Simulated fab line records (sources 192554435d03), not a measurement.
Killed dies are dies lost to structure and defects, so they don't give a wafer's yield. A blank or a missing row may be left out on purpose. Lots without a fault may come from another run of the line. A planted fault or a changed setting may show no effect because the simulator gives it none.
Matching of chambers :: flow n5Finfet :: 4 sister chambers for N5_BEOL_M9_ETCH_66 on rieDiel-01
The step etches SOC in N2/H2, target depth 80 nm, overetch 16 nm, time 120 s. 22 wafers are shown with their chamber, then 11 later ones without.

WAFERS WITH THEIR CHAMBER
wafer: L076.1
chamber: 1
showerheadPlenumPTorr (Torr): 2.47
throttleValvePct (%): 17.27
drypumpMotorCurrentA (A): 5.4

wafer: L076.3
chamber: 2
showerheadPlenumPTorr (Torr): 2.44
throttleValvePct (%): 17.31
drypumpMotorCurrentA (A): 5.3

wafer: L076.6
chamber: 3
showerheadPlenumPTorr (Torr): 2.57
throttleValvePct (%): 17.72
drypumpMotorCurrentA (A): 6.1

wafer: L081.1
chamber: 2
showerheadPlenumPTorr (Torr): 2.44
throttleValvePct (%): 17.29
drypumpMotorCurrentA (A): 5.3

wafer: L081.2
chamber: 1
showerheadPlenumPTorr (Torr): 2.47
throttleValvePct (%): 17.27
drypumpMotorCurrentA (A): 5.4

wafer: L081.3
chamber: 3
showerheadPlenumPTorr (Torr): 2.57
throttleValvePct (%): 17.70
drypumpMotorCurrentA (A): 6.0

wafer: L081.4
chamber: 0
showerheadPlenumPTorr (Torr): 2.46
throttleValvePct (%): 17.55
drypumpMotorCurrentA (A): 5.5

wafer: L081.5
chamber: 3
showerheadPlenumPTorr (Torr): 2.57
throttleValvePct (%): 17.71
drypumpMotorCurrentA (A): 6.0

wafer: L081.6
chamber: 2
showerheadPlenumPTorr (Torr): 2.44
throttleValvePct (%): 17.30
drypumpMotorCurrentA (A): 5.3

wafer: L079.1
chamber: 2
showerheadPlenumPTorr (Torr): 2.44
throttleValvePct (%): 17.30
drypumpMotorCurrentA (A): 5.3

wafer: L079.5
chamber: 2
showerheadPlenumPTorr (Torr): 2.44
throttleValvePct (%): 17.30
drypumpMotorCurrentA (A): 5.3

wafer: L079.6
chamber: 3
showerheadPlenumPTorr (Torr): 2.57
throttleValvePct (%): 17.70
drypumpMotorCurrentA (A): 6.1

wafer: L080.1
chamber: 2
showerheadPlenumPTorr (Torr): 2.44
throttleValvePct (%): 17.31
drypumpMotorCurrentA (A): 5.2

wafer: L080.3
chamber: 0
showerheadPlenumPTorr (Torr): 2.46
throttleValvePct (%): 17.57
drypumpMotorCurrentA (A): 5.5

wafer: L080.5
chamber: 1
showerheadPlenumPTorr (Torr): 2.47
throttleValvePct (%): 17.29
drypumpMotorCurrentA (A): 5.4

wafer: L083.1
chamber: 0
showerheadPlenumPTorr (Torr): 2.46
throttleValvePct (%): 17.58
drypumpMotorCurrentA (A): 5.5

wafer: L083.5
chamber: 1
showerheadPlenumPTorr (Torr): 2.47
throttleValvePct (%): 17.30
drypumpMotorCurrentA (A): 5.4

wafer: L083.6
chamber: 0
showerheadPlenumPTorr (Torr): 2.46
throttleValvePct (%): 17.59
drypumpMotorCurrentA (A): 5.5

wafer: L088.1
chamber: 1
showerheadPlenumPTorr (Torr): 2.47
throttleValvePct (%): 17.29
drypumpMotorCurrentA (A): 5.4

wafer: L088.4
chamber: 3
showerheadPlenumPTorr (Torr): 2.56
throttleValvePct (%): 17.73
drypumpMotorCurrentA (A): 6.0

wafer: L088.5
chamber: 0
showerheadPlenumPTorr (Torr): 2.45
throttleValvePct (%): 17.60
drypumpMotorCurrentA (A): 5.5

wafer: L091.2
chamber: 0
showerheadPlenumPTorr (Torr): 2.45
throttleValvePct (%): 17.59
drypumpMotorCurrentA (A): 5.5

SIGNATURES (means of the wafers above)
reading: showerheadPlenumPTorr
chamber 0: 2.4567
chamber 1: 2.4700
chamber 2: 2.4400
chamber 3: 2.5680
scatter within a chamber: 0.00344

reading: throttleValvePct
chamber 0: 17.5800
chamber 1: 17.2840
chamber 2: 17.3017
chamber 3: 17.7120
scatter within a chamber: 0.0135

reading: drypumpMotorCurrentA
chamber 0: 5.500
chamber 1: 5.400
chamber 2: 5.283
chamber 3: 6.040
scatter within a chamber: 0.0336
Rule: for each reading, subtract the chamber's mean from the wafer's reading, divide by that reading's scatter and square the result; add these up over the readings and take the root, which gives the wafer's distance from the chamber. If the next closest chamber is less than 2 further off than the closest, the wafer can't be placed; otherwise it belongs to the closest. The scatter: the root of (the sum of the squares of (reading less its chamber's mean) over the shown wafers, divided by (wafers less chambers)).

WAFERS WITH NO CHAMBER GIVEN
wafer: L091.3
showerheadPlenumPTorr (Torr): 2.56
throttleValvePct (%): 17.76
drypumpMotorCurrentA (A): 6.1

wafer: L091.5
showerheadPlenumPTorr (Torr): 2.45
throttleValvePct (%): 17.61
drypumpMotorCurrentA (A): 5.5

wafer: L095.2
showerheadPlenumPTorr (Torr): 2.43
throttleValvePct (%): 17.35
drypumpMotorCurrentA (A): 5.3

wafer: L095.5
showerheadPlenumPTorr (Torr): 2.43
throttleValvePct (%): 17.36
drypumpMotorCurrentA (A): 5.3

wafer: L095.6
showerheadPlenumPTorr (Torr): 2.55
throttleValvePct (%): 17.76
drypumpMotorCurrentA (A): 6.0

wafer: L097.1
showerheadPlenumPTorr (Torr): 2.55
throttleValvePct (%): 17.77
drypumpMotorCurrentA (A): 6.0

wafer: L097.2
showerheadPlenumPTorr (Torr): 2.43
throttleValvePct (%): 17.37
drypumpMotorCurrentA (A): 5.2

wafer: L097.3
showerheadPlenumPTorr (Torr): 2.45
throttleValvePct (%): 17.63
drypumpMotorCurrentA (A): 5.5

wafer: L097.4
showerheadPlenumPTorr (Torr): 2.46
throttleValvePct (%): 17.32
drypumpMotorCurrentA (A): 5.4

wafer: L097.5
showerheadPlenumPTorr (Torr): 2.46
throttleValvePct (%): 17.33
drypumpMotorCurrentA (A): 5.4

wafer: L097.6
showerheadPlenumPTorr (Torr): 2.43
throttleValvePct (%): 17.37
drypumpMotorCurrentA (A): 5.3

WHICH CHAMBER EACH WENT THROUGH
wafer: L091.3
from the rows above: 3
in truth: 3

wafer: L091.5
from the rows above: 0
in truth: 0

wafer: L095.2
from the rows above: 2
in truth: 2

wafer: L095.5
from the rows above: 2
in truth: 2

wafer: L095.6
from the rows above: 3
in truth: 3

wafer: L097.1
from the rows above: 3
in truth: 3

wafer: L097.2
from the rows above: 2
in truth: 2

wafer: L097.3
from the rows above: 0
in truth: 0

wafer: L097.4
from the rows above: 1
in truth: 1

wafer: L097.5
from the rows above: 1
in truth: 1

wafer: L097.6
from the rows above: 2
in truth: 2
11 of 11 placed correctly. Not placeable from these rows: 0. Wrongly placed: 0.
